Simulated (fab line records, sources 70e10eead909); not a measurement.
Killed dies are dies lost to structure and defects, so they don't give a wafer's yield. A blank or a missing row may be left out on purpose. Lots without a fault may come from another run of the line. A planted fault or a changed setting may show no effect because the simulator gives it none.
Chamber matching | flow nand_harc | NHARC_A_WL_FILL_CMP_12 on cmp-04: 4 sister chambers
The step polishes, t overpolish 30 s, target thk 100 nm. 4 wafers are shown with their chamber, then 10 later ones without.

WAFERS WITH THEIR CHAMBER
wafer  | chamber | motor_current_A (A)
L086.5 | 0       | 11.7
L086.6 | 3       | 9.8
L088.3 | 2       | 14.4
L088.5 | 1       | 12.0

WAFERS WITHOUT THEIR CHAMBER
wafer  | motor_current_A (A)
L088.6 | 11.5
L091.1 | 11.0
L091.2 | 13.5
L091.3 | 11.4
L093.1 | 14.6
L093.3 | 10.4
L093.4 | 12.1
L096.2 | 11.4
L096.3 | 10.0
L096.6 | 13.1

WHICH CHAMBER EACH WENT THROUGH
wafer  | from the rows above          | in truth
L088.6 | can't be placed: 0 or 1      | 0
L091.1 | can't be placed: 0 or 1 or 3 | 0
L091.2 | can't be placed: 2 or 1 or 0 | 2
L091.3 | can't be placed: 0 or 1      | 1
L093.1 | 2                            | 2
L093.3 | can't be placed: 3 or 0 or 1 | 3
L093.4 | can't be placed: 1 or 0      | 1
L096.2 | can't be placed: 0 or 1      | 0
L096.3 | 3                            | 3
L096.6 | can't be placed: 1 or 2 or 0 | 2
Placed correctly: 2 of 10. Can't be placed from these rows: 8 (the true chamber is among the candidates in 8). Placed wrongly: 0.
How it was worked out, from the rows above alone: a wafer's distance from a chamber is the root of the sum, over the readings, of the square of ((its reading less the chamber's mean) divided by the reading's scatter). The wafer belongs to the nearest chamber; if the next one is less than 2 further off, it can't be placed. A chamber's mean is the mean of its shown wafers. The scatter: with one shown wafer a chamber, the root of the mean of the squares of how far each hidden wafer lies from its nearest shown one.
